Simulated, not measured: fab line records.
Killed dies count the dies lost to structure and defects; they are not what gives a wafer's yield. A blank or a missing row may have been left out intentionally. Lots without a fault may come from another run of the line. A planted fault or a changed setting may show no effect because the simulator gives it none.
fab line records ; flow nand-harc ; part 1 of 2: steps 1 to 4 of 6
record: lots: 23; wafers: 69; last-day: 33
route steps=1302 shown A_STAIRCASE@671
lots that met no fault: taken from a fault-free run of the same line
start-h: start of the lot's first displayed wafer, in hours after the record's first day ; wait-h: time in hours since the lot's previous step ; " the same as in the row above ; L1.1+2: a row that stands for several wafers ; - no value, or no start given ; * or withheld: withheld ; < > ~ a bound
route shown NAME@n: names a module that has steps shown in the file, with the first one's number in the route ; usual: the fault-free wafers' mean and standard deviation ; same: alike in all rows ; chamber/n: place in a boat ; sites: per-site readings ; _std_site: standard deviation of those values ; _edge_site: outer sites' mean less inner sites' ; radius-mm: how far each site lies from the wafer's centre ; mask NAME#n: copy n ; behind: the tool/chamber that last shaped the wafer ; hold: why the lot was held/for how many hours/how that ended ; device: which transistor (n, p or np) failed to switch ; end of line: the route-end tests of the same wafers ; step lacking rows: just its recipe ; killed: the dies lost at the first sort to structure and to defects; this is not the yield of the wafer ; map: the dies of a wafer, with x for killed, . for not killed, _ for no die there
set.NAME: the setting as run; set.NAME@STEP: as run at that earlier step ; model.NAME: the simulator's own value behind a step, which no gauge read
a sample of lots followed through the steps of the route, with each step as a table and each wafer as a row
services: a tool's chamber out of use, with start hour (start-h, from the record's first day; less than 0 if before it), hours out, and reason
== steps ==
step: NHARC_A_STAIRCASE_ETCH_15
recipe: target-depth-a: 1000; time-s: 40.5; ion-energy-ev: 400; c4f8-flow-sccm: 20; o2-flow-sccm: 10; ar-flow-sccm: withheld; rf-w: 600; bias-w: 1000; chemistry: C4F8/O2
usual: oes-product-au: 0.940/0.01; rf-vpp-V: 899/6.9
lot.wafer;tool;chamber;start-h;wait-h;oes-product-au;rf-hours-counter-h;rf-vpp-V
L075.2;rie-diel-03;0;-;-;0.943;14;889
L075.1;rie-diel-03;1;-;-;0.945;20;888
L075.3;rie-diel-03;3;-;-;0.930;19;905
L074.1;rie-diel-05;3;-;-;0.936;41;898
L074.3;rie-diel-05;1;-;-;0.941;39;890
L074.4;rie-diel-05;2;-;-;0.943;-;906
L076.2;rie-diel-07;2;-;-;0.931;28;889
L076.5;rie-diel-07;2;-;-;0.936;-;887
L076.6;rie-diel-07;3;-;-;0.928;-;900
L077.3;rie-diel-03;3;-;-;0.936;33;905
L077.2;rie-diel-03;1;-;-;0.954;34;887
L077.5;rie-diel-03;3;-;-;0.916;-;905
L079.2;rie-diel-03;3;-;-;0.923;34;904
L079.3;rie-diel-03;0;-;-;0.945;30;889
L079.5;rie-diel-03;3;-;-;0.925;-;906
L078.3;rie-diel-03;2;-;-;0.947;12;903
L078.4;rie-diel-03;3;-;-;0.934;35;905
L078.6;rie-diel-03;2;-;-;0.952;-;903
L081.2;rie-diel-05;1;-;-;0.931;1;890
L081.1;rie-diel-05;3;-;-;0.929;2;898
L081.5;rie-diel-05;1;-;-;0.945;-;890
L080.1;rie-diel-07;2;-;-;0.930;49;888
L080.3;rie-diel-07;0;-;-;0.928;45;900
L080.6;rie-diel-07;2;-;-;0.932;-;888
L082.2;rie-diel-07;2;-;-;0.927;52;887
L082.1;rie-diel-07;1;-;-;0.946;50;905
L082.6;rie-diel-07;1;-;-;0.931;-;905
L083.1;rie-diel-07;2;-;-;0.935;52;888
L083.3;rie-diel-07;0;-;-;0.929;48;900
L083.5;rie-diel-07;0;-;-;0.940;-;901
L084.4;rie-diel-07;2;-;-;0.934;59;887
L084.6;rie-diel-07;3;-;-;0.922;-;899
L084.5;rie-diel-07;0;-;-;0.932;-;901
L085.4;rie-diel-03;2;-;-;0.966;3;904
L085.1;rie-diel-03;3;-;-;0.954;5;904
L085.6;rie-diel-03;2;-;-;0.962;-;904
L086.3;rie-diel-03;3;-;-;0.949;6;905
L086.1;rie-diel-03;2;-;-;0.957;5;904
L086.6;rie-diel-03;3;-;-;0.945;-;903
L087.2;rie-diel-03;1;-;-;0.938;6;906
L087.4;rie-diel-03;2;-;-;0.946;7;904
L087.5;rie-diel-03;3;-;-;0.953;-;906
L089.1;rie-diel-03;2;-;-;0.950;9;903
L089.3;rie-diel-03;1;-;-;0.940;7;906
L089.5;rie-diel-03;1;-;-;0.931;-;907
L088.3;rie-diel-05;1;-;-;0.961;20;891
L088.4;rie-diel-05;2;-;-;0.935;24;904
L088.5;rie-diel-05;0;-;-;0.954;-;899
L090.4;rie-diel-05;2;-;-;0.940;32;906
L090.1;rie-diel-05;0;-;-;0.937;32;898
L090.5;rie-diel-05;2;-;-;0.939;-;903
L092.4;rie-diel-05;3;-;-;0.942;35;898
L092.1;rie-diel-05;2;-;-;0.946;38;905
L092.5;rie-diel-05;0;-;-;0.932;-;900
L093.4;rie-diel-07;1;-;-;0.957;26;904
L093.1;rie-diel-07;0;-;-;0.939;21;900
L093.5;rie-diel-07;1;-;-;0.948;-;904
L095.3;rie-diel-03;0;-;-;0.935;28;889
L095.2;rie-diel-03;1;-;-;0.941;26;904
L095.6;rie-diel-03;3;-;-;0.928;-;905
L094.2;rie-diel-05;3;-;-;0.946;47;898
L094.1;rie-diel-05;1;-;-;0.922;44;890
L094.4;rie-diel-05;2;-;-;0.934;48;905
L096.1;rie-diel-03;2;-;-;0.949;31;903
L096.5;rie-diel-03;1;-;-;0.930;-;906
L096.6;rie-diel-03;2;-;-;0.940;-;904
L097.3;rie-diel-03;2;-;-;0.942;31;903
L097.4;rie-diel-03;1;-;-;0.919;-;906
L097.6;rie-diel-03;2;-;-;0.940;-;904
step: NHARC_A_STAIRCASE_TRIM_22
recipe: time-s: 211.2; o2-flow-sccm: 500; ar-flow-sccm: 0; bias-w: 0; chemistry: O2
usual: drypump-motor-current-A: 5.9/0.42; oes-product-au: 0.997/0.0092; rf-vpp-V: 57.9/1; showerhead-plenum-p-Torr: 3.56/0.2; throttle-valve-pct: 17.035/0.0089
lot.wafer;tool;chamber;start-h;wait-h;drypump-motor-current-A;oes-product-au;rf-hours-counter-h;rf-vpp-V;showerhead-plenum-p-Torr;throttle-valve-pct
L075.1;rie-diel-03;3;-;-;6.7;0.979;19;58.3;3.80;17.024
L075.2;rie-diel-03;0;-;-;5.7;1.002;15;57.0;3.32;17.038
L075.3;rie-diel-03;1;-;-;6.1;1.002;21;55.6;3.30;17.042
L074.1;rie-diel-03;0;-;-;5.7;1.009;18;57.2;3.32;17.037
L074.3;rie-diel-03;1;-;-;6.1;1.005;23;57.3;3.30;17.039
L074.4;rie-diel-03;0;-;-;5.7;1.007;-;56.9;3.32;17.040
L076.2;rie-diel-07;1;-;-;5.8;0.990;28;57.4;3.79;17.044
L076.5;rie-diel-07;2;-;-;5.7;0.994;-;56.9;3.31;17.031
L076.6;rie-diel-07;3;-;-;6.1;0.981;-;56.7;3.64;17.034
L077.2;rie-diel-03;1;-;-;6.1;1.001;35;56.1;3.29;17.034
L077.3;rie-diel-03;2;-;-;6.1;1.010;11;57.0;3.77;17.046
L077.5;rie-diel-03;1;-;-;6.1;0.989;-;56.7;3.29;17.029
L079.3;rie-diel-07;3;-;-;6.1;0.987;25;58.8;3.64;17.044
L079.2;rie-diel-07;1;-;-;5.8;0.998;34;58.3;3.79;17.024
L079.5;rie-diel-07;3;-;-;6.1;0.984;-;57.8;3.64;17.029
L078.4;rie-diel-03;0;-;-;5.6;1.007;31;57.2;3.31;17.033
L078.3;rie-diel-03;3;-;-;6.6;1.001;35;61.1;3.79;17.040
L078.6;rie-diel-03;0;-;-;5.7;1.006;-;57.8;3.31;17.040
L081.1;rie-diel-05;0;-;-;4.7;0.997;2;57.5;3.61;17.034
L081.2;rie-diel-05;1;-;-;5.5;0.984;2;57.1;3.37;17.026
L081.5;rie-diel-05;1;-;-;5.5;0.984;-;56.6;3.37;17.018
L080.1;rie-diel-03;1;422.43;0.1;6.1;0.989;47;57.2;3.28;17.050
L080.3;rie-diel-03;2;422.43;0.1;6.1;1.016;-;58.6;3.77;17.055
L080.6;rie-diel-03;1;422.43;0.1;6.1;1.001;-;59.3;3.28;17.030
L082.1;rie-diel-05;2;-;-;6.2;0.984;5;59.1;3.77;17.042
L082.2;rie-diel-05;1;-;-;5.5;0.991;7;58.4;3.36;17.026
L082.6;rie-diel-05;3;-;-;5.3;0.995;-;57.9;3.57;17.050
L083.1;rie-diel-07;2;-;-;5.7;0.981;52;56.8;3.30;17.053
L083.3;rie-diel-07;0;-;-;5.9;0.984;48;57.2;3.65;17.024
L083.5;rie-diel-07;1;-;-;5.8;0.998;-;57.9;3.78;17.055
L084.4;rie-diel-07;3;-;-;6.1;1.000;40;59.4;3.63;17.033
L084.5;rie-diel-07;2;-;-;5.7;1.004;-;56.8;3.30;17.025
L084.6;rie-diel-07;3;-;-;6.2;1.007;-;56.2;3.63;17.043
L085.4;rie-diel-03;3;-;-;6.7;1.009;5;58.9;3.77;17.024
L085.1;rie-diel-03;1;-;-;6.1;1.000;4;58.1;3.81;17.042
L085.6;rie-diel-03;3;-;-;6.7;1.003;-;59.0;3.77;17.033
L086.1;rie-diel-07;2;-;-;5.7;0.993;0;56.4;3.29;17.049
L086.3;rie-diel-07;0;-;-;6.0;0.993;0;58.5;3.65;17.027
L086.6;rie-diel-07;3;-;-;6.1;0.995;-;58.0;3.62;17.037
L087.2;rie-diel-05;2;-;-;6.2;0.995;23;58.7;3.76;17.035
L087.4;rie-diel-05;0;-;-;4.7;1.005;23;58.2;3.59;17.035
L087.5;rie-diel-05;2;-;-;6.2;0.990;-;58.5;3.76;17.038
L089.1;rie-diel-07;3;-;-;6.2;0.988;3;58.0;3.62;17.051
L089.3;rie-diel-07;2;-;-;5.8;0.996;3;58.2;3.29;17.028
L089.5;rie-diel-07;0;-;-;5.9;0.988;-;59.0;3.64;17.030
L088.4;rie-diel-05;2;-;-;6.2;0.992;24;58.1;3.76;17.046
L088.3;rie-diel-05;3;-;-;5.3;1.001;24;57.6;3.56;17.035
L088.5;rie-diel-05;2;-;-;6.2;0.984;-;58.2;3.76;17.057
L090.4;rie-diel-05;2;-;-;6.2;0.972;33;59.4;3.76;17.031
L090.1;rie-diel-05;0;-;-;4.7;1.007;33;57.1;3.59;17.034
L090.5;rie-diel-05;1;-;-;5.5;0.994;-;56.1;3.35;17.034
L092.4;rie-diel-07;1;-;-;5.8;0.988;18;58.9;3.76;17.019
L092.1;rie-diel-07;2;-;-;5.7;0.996;15;57.9;3.29;17.044
L092.5;rie-diel-07;2;-;-;5.7;0.997;-;58.0;3.29;17.032
L093.4;rie-diel-07;1;-;-;5.8;0.999;27;58.4;3.75;17.035
L093.1;rie-diel-07;3;-;-;6.1;0.994;26;58.2;3.61;17.042
L093.5;rie-diel-07;1;-;-;5.8;1.004;-;58.7;3.75;17.044
L095.2;rie-diel-03;2;-;-;6.1;1.015;28;58.6;3.74;17.015
L095.3;rie-diel-03;3;-;-;6.6;1.017;31;59.7;3.76;17.039
L095.6;rie-diel-03;1;-;-;6.1;1.001;-;57.8;3.79;17.033
L094.2;rie-diel-07;0;-;-;5.9;0.991;28;58.8;3.63;17.044
L094.1;rie-diel-07;1;-;-;5.8;1.004;31;59.8;3.75;17.037
L094.4;rie-diel-07;3;-;-;6.1;0.999;32;56.7;3.61;17.054
L096.1;rie-diel-03;2;-;-;6.1;1.007;32;56.7;3.74;17.020
L096.6;rie-diel-03;2;-;-;6.1;1.011;-;58.1;3.74;17.033
L096.5;rie-diel-03;1;-;-;6.1;1.010;-;59.6;3.79;17.046
L097.3;rie-diel-07;0;-;-;6.0;0.992;33;57.5;3.63;17.039
L097.4;rie-diel-07;1;-;-;5.8;1.001;35;58.2;3.75;17.036
L097.6;rie-diel-07;3;-;-;6.2;1.003;-;57.5;3.60;17.036
step: NHARC_A_STAIRCASE_ETCH_23
recipe: target-depth-a: 1000; time-s: 40.5; ion-energy-ev: 400; c4f8-flow-sccm: 20; o2-flow-sccm: 10; ar-flow-sccm: withheld; rf-w: 600; bias-w: 1000; chemistry: C4F8/O2
usual: oes-product-au: 0.946/0.013; rf-vpp-V: 897/7.1
lot.wafer;tool;chamber;start-h;wait-h;oes-product-au;rf-hours-counter-h;rf-vpp-V
L075.2;rie-diel-03;3;-;-;0.932;19;905
L075.1;rie-diel-03;0;-;-;0.936;15;889
L075.3;rie-diel-03;1;-;-;0.944;21;887
L074.1;rie-diel-03;3;-;-;0.940;22;905
L074.3;rie-diel-03;0;-;-;0.952;18;887
L074.4;rie-diel-03;1;-;-;0.952;-;886
L076.2;rie-diel-07;1;-;-;0.959;28;906
L076.5;rie-diel-07;3;-;-;0.925;-;899
L076.6;rie-diel-07;0;-;-;0.940;-;900
L077.2;rie-diel-03;2;-;-;0.962;11;906
L077.3;rie-diel-03;3;-;-;0.948;33;905
L077.5;rie-diel-03;1;-;-;0.929;-;888
L079.3;rie-diel-07;3;-;-;0.943;25;900
L079.2;rie-diel-07;2;-;-;0.952;36;887
L079.5;rie-diel-07;2;-;-;0.949;-;888
L078.4;rie-diel-03;3;-;-;0.945;35;906
L078.3;rie-diel-03;2;-;-;0.968;12;905
L078.6;rie-diel-03;0;-;-;0.939;-;888
L081.1;rie-diel-05;2;-;-;0.945;2;905
L081.2;rie-diel-05;0;-;-;0.949;2;899
L081.5;rie-diel-05;3;-;-;0.942;-;898
L080.1;rie-diel-03;2;-;-;0.941;23;905
L080.3;rie-diel-03;1;-;-;0.941;-;885
L080.6;rie-diel-03;2;-;-;0.962;-;904
L082.2;rie-diel-05;0;-;-;0.971;7;898
L082.1;rie-diel-05;3;-;-;0.953;5;897
L082.6;rie-diel-05;1;-;-;0.954;-;891
L083.3;rie-diel-07;1;-;-;0.944;51;906
L083.1;rie-diel-07;0;-;-;0.935;48;901
L083.5;rie-diel-07;1;-;-;0.950;-;904
L084.4;rie-diel-07;2;-;-;0.933;60;886
L084.6;rie-diel-07;3;-;-;0.927;-;900
L084.5;rie-diel-07;0;-;-;0.932;-;898
L085.1;rie-diel-03;1;-;-;0.957;4;904
L085.4;rie-diel-03;3;-;-;0.952;5;904
L085.6;rie-diel-03;0;-;-;0.961;-;887
L086.1;rie-diel-07;2;-;-;0.946;0;887
L086.3;rie-diel-07;3;-;-;0.951;0;900
L086.6;rie-diel-07;1;-;-;0.992;-;903
L087.2;rie-diel-05;3;-;-;0.959;22;898
L087.4;rie-diel-05;0;-;-;0.969;24;897
L087.5;rie-diel-05;2;-;-;0.947;-;904
L089.3;rie-diel-07;3;-;-;0.961;3;900
L089.1;rie-diel-07;0;-;-;0.950;3;899
L089.5;rie-diel-07;2;-;-;0.951;-;886
L088.4;rie-diel-05;3;-;-;0.950;24;896
L088.3;rie-diel-05;1;-;-;0.946;20;890
L088.5;rie-diel-05;3;-;-;0.948;-;897
L090.4;rie-diel-05;1;-;-;0.939;29;890
L090.1;rie-diel-05;2;-;-;0.922;33;905
L090.5;rie-diel-05;0;-;-;0.943;-;897
L092.4;rie-diel-07;1;-;-;0.952;18;904
L092.1;rie-diel-07;2;-;-;0.945;15;887
L092.5;rie-diel-07;0;-;-;0.966;-;901
L093.1;rie-diel-07;1;-;-;0.938;27;904
L093.4;rie-diel-07;3;-;-;0.933;26;900
L093.5;rie-diel-07;1;-;-;0.940;-;904
L095.3;rie-diel-03;3;-;-;0.945;31;904
L095.2;rie-diel-03;0;-;-;0.930;29;887
L095.6;rie-diel-03;3;-;-;0.946;-;903
L094.4;rie-diel-07;3;-;-;0.952;32;898
L094.2;rie-diel-07;0;-;-;0.948;28;900
L094.1;rie-diel-07;1;-;-;0.952;31;903
L097.3;rie-diel-07;0;-;-;0.970;33;900
L097.4;rie-diel-07;1;-;-;0.964;35;904
L097.6;rie-diel-07;0;-;-;0.956;-;899
L096.1;rie-diel-03;2;-;-;0.956;32;904
L096.6;rie-diel-03;3;-;-;0.943;-;903
L096.5;rie-diel-03;1;-;-;0.929;-;905
step: NHARC_A_STAIRCASE_TRIM_191
recipe: time-s: 211.2; o2-flow-sccm: 500; ar-flow-sccm: 0; bias-w: 0; chemistry: O2
usual: drypump-motor-current-A: 5.9/0.39; oes-product-au: 1.000/0.0082; rf-vpp-V: 57.9/0.93; showerhead-plenum-p-Torr: 3.61/0.19; throttle-valve-pct: 17.037/0.0092
lot.wafer;tool;chamber;start-h;wait-h;drypump-motor-current-A;oes-product-au;rf-hours-counter-h;rf-vpp-V;showerhead-plenum-p-Torr;throttle-valve-pct
L075.3;rie-diel-03;3;-;-;6.6;0.982;21;59.8;3.80;17.045
L075.1;rie-diel-03;0;-;-;5.7;1.005;16;55.6;3.32;17.027
L075.2;rie-diel-03;1;-;-;6.1;0.992;22;57.2;3.30;17.039
L074.1;rie-diel-05;2;-;-;6.2;1.007;41;58.8;3.78;17.024
L074.3;rie-diel-05;0;-;-;4.7;0.992;43;58.6;3.62;17.051
L074.4;rie-diel-05;1;-;-;5.5;0.994;41;57.2;3.37;17.048
L076.2;rie-diel-05;1;-;-;5.5;0.995;49;56.9;3.37;17.025
L076.5;rie-diel-05;2;-;-;6.2;1.006;-;58.3;3.78;17.023
L076.6;rie-diel-05;3;-;-;5.3;0.998;-;58.8;3.58;17.036
L077.2;rie-diel-05;3;-;-;5.3;0.999;51;58.4;3.58;17.024
L077.3;rie-diel-05;0;-;-;4.7;0.986;53;57.3;3.61;17.035
L077.5;rie-diel-05;3;-;-;5.3;1.003;-;56.3;3.58;17.036
L078.3;rie-diel-03;1;-;-;6.1;0.992;37;58.0;3.29;17.027
L078.4;rie-diel-03;2;-;-;6.1;1.013;13;58.5;3.77;17.042
L078.6;rie-diel-03;0;-;-;5.7;1.002;-;57.6;3.31;17.030
L079.3;rie-diel-03;2;-;-;6.1;1.006;13;57.9;3.77;17.038
L079.2;rie-diel-03;3;-;-;6.6;0.990;36;58.2;3.79;17.026
L079.5;rie-diel-03;0;-;-;5.7;0.998;-;56.6;3.31;17.026
L081.1;rie-diel-07;0;-;-;5.9;0.998;45;58.2;3.65;17.026
L081.2;rie-diel-07;2;-;-;5.7;0.990;49;57.9;3.30;17.030
L081.5;rie-diel-07;0;-;-;5.9;1.001;-;57.6;3.66;17.045
L080.1;rie-diel-07;2;-;-;5.8;0.993;50;57.9;3.30;17.032
L080.3;rie-diel-07;0;-;-;5.9;0.997;46;57.9;3.65;17.032
L080.6;rie-diel-07;1;-;-;5.8;1.010;-;59.6;3.78;17.038
L082.1;rie-diel-03;3;-;-;6.6;0.999;43;57.8;3.78;17.041
L082.2;rie-diel-03;1;-;-;6.1;0.997;51;55.9;3.28;17.028
L082.6;rie-diel-03;2;-;-;6.1;1.007;-;59.4;3.76;17.048
L083.1;rie-diel-07;1;-;-;5.8;1.016;52;57.2;3.78;17.040
L083.3;rie-diel-07;2;-;-;5.7;0.996;53;56.3;3.30;17.048
L083.5;rie-diel-07;1;-;-;5.8;1.011;-;57.9;3.78;17.034
L084.4;rie-diel-05;3;-;-;5.3;0.999;17;59.0;3.56;17.031
L084.5;rie-diel-05;1;-;-;5.5;0.992;-;56.9;3.36;17.043
L084.6;rie-diel-05;2;-;-;6.2;0.987;-;58.7;3.76;17.043
L085.1;rie-diel-03;2;-;-;6.1;1.024;4;56.4;3.75;17.033
L085.4;rie-diel-03;1;-;-;6.1;1.001;4;58.4;3.81;17.029
L085.6;rie-diel-03;2;-;-;6.1;1.018;-;58.5;3.75;17.045
L086.1;rie-diel-07;1;-;-;5.8;1.002;1;58.8;3.77;17.028
L086.3;rie-diel-07;2;-;-;5.7;0.983;1;58.0;3.29;17.038
L086.6;rie-diel-07;0;-;-;5.9;1.000;-;58.8;3.65;17.031
L087.4;rie-diel-03;1;-;-;6.1;1.002;6;58.5;3.80;17.042
L087.2;rie-diel-03;2;-;-;6.0;1.015;8;58.4;3.75;17.035
L087.5;rie-diel-03;2;-;-;6.0;1.013;-;57.6;3.75;17.052
L089.1;rie-diel-03;1;-;-;6.1;0.990;9;58.8;3.80;17.034
L089.3;rie-diel-03;2;-;-;6.0;1.014;10;59.6;3.75;17.046
L089.5;rie-diel-03;0;-;-;5.7;0.997;-;56.8;3.30;17.048
L088.4;rie-diel-03;1;-;-;6.1;1.000;10;57.0;3.80;17.041
L088.3;rie-diel-03;2;-;-;6.0;1.018;11;58.8;3.75;17.030
L088.5;rie-diel-03;2;-;-;6.0;1.013;-;58.3;3.75;17.042
L090.1;rie-diel-07;1;-;-;5.8;1.007;15;57.7;3.76;17.045
L090.4;rie-diel-07;3;-;-;6.2;0.998;13;59.1;3.62;17.042
L090.5;rie-diel-07;1;-;-;5.8;1.009;-;57.0;3.76;17.023
L092.1;rie-diel-07;0;-;-;6.0;0.996;13;57.5;3.64;17.020
L092.4;rie-diel-07;2;-;-;5.7;0.994;16;56.8;3.29;17.043
L092.5;rie-diel-07;3;-;-;6.1;0.999;-;57.4;3.62;17.043
L093.1;rie-diel-07;3;-;-;6.2;1.001;27;58.7;3.61;17.024
L093.4;rie-diel-07;1;-;-;5.8;0.994;27;57.8;3.75;17.044
L093.5;rie-diel-07;0;-;-;5.9;0.992;-;57.6;3.63;17.032
L095.3;rie-diel-03;1;-;-;6.1;0.995;27;58.3;3.79;17.023
L095.2;rie-diel-03;2;-;-;6.1;1.003;28;58.5;3.74;17.034
L095.6;rie-diel-03;2;-;-;6.2;1.007;-;58.6;3.74;17.029
L094.2;rie-diel-03;2;-;-;6.1;1.006;30;57.8;3.74;17.042
L094.1;rie-diel-03;3;-;-;6.7;1.007;33;58.5;3.76;17.034
L094.4;rie-diel-03;1;-;-;6.1;1.002;28;57.9;3.79;17.029
L097.3;rie-diel-03;1;-;-;6.1;0.989;31;59.6;3.79;17.033
L097.6;rie-diel-03;1;-;-;6.1;0.988;-;58.6;3.79;17.038
L097.4;rie-diel-03;2;-;-;6.1;0.997;-;58.9;3.74;17.025
L096.1;rie-diel-07;0;-;-;5.9;1.004;34;57.7;3.63;17.046
L096.6;rie-diel-07;3;-;-;6.2;0.994;-;57.0;3.60;17.042
L096.5;rie-diel-07;0;-;-;5.9;0.993;-;57.1;3.63;17.055
